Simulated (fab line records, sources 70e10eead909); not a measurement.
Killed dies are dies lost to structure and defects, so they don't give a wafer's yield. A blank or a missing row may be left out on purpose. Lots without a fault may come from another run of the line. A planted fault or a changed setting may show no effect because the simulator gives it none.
Problem report in the 8D (eight disciplines) form, filled by code | flow nand_harc | the parts of the form that need people (team, actions taken, sign-off) are left out

1. THE PROBLEM
thk_nm at NHARC_A_ONON_D2_THK_MEAS_08 reads a mean of 1441 nm on 1 wafer of 1 lot; wafers without a fault read 1000 nm with a standard deviation of 10. That is +44 standard deviations from the usual mean.
The step: measures by ellipsometry.
First seen on wafer L834.3, day 18 12:30, on film_metro-02. The record holds 36 wafers of 12 lots with a number at this step. Rule for "out", or "out of limits": more than 4 standard deviations from the usual mean. The other wafers with a number count as sound.

2. WHAT IT IS AND WHAT IT IS NOT
question                    | is                | is not
which readings at this step | thk_nm            | -
which lots                  | L834              | L819, L820, L821, L822, L824, L825, L826, L828, L829, L831, L833
which wafers of those lots  | L834.3            | L834.4, L834.6
read on which gauges        | film_metro-02     | film_metro-01
when                        | from day 18 12:30 | up to then (35 sound wafers)

3. SUSPECTS, AND WHAT RULES EACH OUT
Counting: a tool at a process step up to the reading stays a suspect if it ran every lot that is out. Sound lots after the first of them don't rule it out here, since some wafers of a struck lot are sound.
- the gauge at NHARC_A_ONON_D2_THK_MEAS_08: kept. All the wafers that are out were read on film_metro-02, and no step on other tools shows them out.
- har_etch-02 at NHARC_A_CHANNEL_HOLE_D1_ETCH_21 (etches the open film in C4F8/O2/Ar, time 514.3 s, target depth 1600 nm): kept. It ran the lot that is out, L834 (day 14 18:46); its last sound lot up to then is L833 (day 14 10:23).
- har_etch-02 at NHARC_A_CHANNEL_HOLE_D1_ETCH_24 (etches the open film in C4F8/O2/Ar, time 906.2 s, target depth 1500 nm): kept. It ran the lot that is out, L834 (day 14 20:35); its last sound lot up to then is L833 (day 14 12:08).
- pecvd_onon-04 at NHARC_A_ONON_D2_DEP_06 (target thk 1000 nm): kept. It ran the lot that is out, L834 (day 18 12:07); its last sound lot up to then is L833 (day 18 09:25).
Left after counting: har_etch-02 at NHARC_A_CHANNEL_HOLE_D1_ETCH_21, har_etch-02 at NHARC_A_CHANNEL_HOLE_D1_ETCH_24, pecvd_onon-04 at NHARC_A_ONON_D2_DEP_06, film_metro-02 at NHARC_A_ONON_D2_THK_MEAS_08.

4. THE CAUSE (what the simulator had put in)
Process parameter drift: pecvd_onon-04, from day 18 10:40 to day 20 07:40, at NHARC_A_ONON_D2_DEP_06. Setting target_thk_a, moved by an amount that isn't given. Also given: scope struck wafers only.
Counting left 4 suspects, and this tool is among them.

5. THE CHAIN OF EFFECTS, in route order
Each row: a reading whose mean over the struck wafers that have a number lies more than 3 standard deviations from the usual. Only readings for which the record gives a usual standard deviation are gone through. hours: the time from each lot's start at the first step in this table that gives one to its start at this step, as a median over the lots. sigmas: the change in usual standard deviations.
hours | step                        | reading | usual   | on struck wafers | change | sigmas
0     | NHARC_A_ONON_D2_THK_MEAS_08 | thk_nm  | 1000 nm | 1441             | +441   | +44
Later measuring or inspecting steps at which every struck wafer that the step has a row for has a number for every such reading, and none has moved that far: NHARC_A_ONON_D2_THK_MEAS_27.

6. WHAT WOULD HAVE CAUGHT IT SOONER
In this record the first reading out of limits at a measuring or inspecting step was taken at day 18 12:30, 2 hours after the fault began at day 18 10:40.
All the lots that are out (1) had begun NHARC_A_ONON_D2_DEP_06 on pecvd_onon-04 by day 18 12:30. A hold on the tool at that time would have spared none of them.
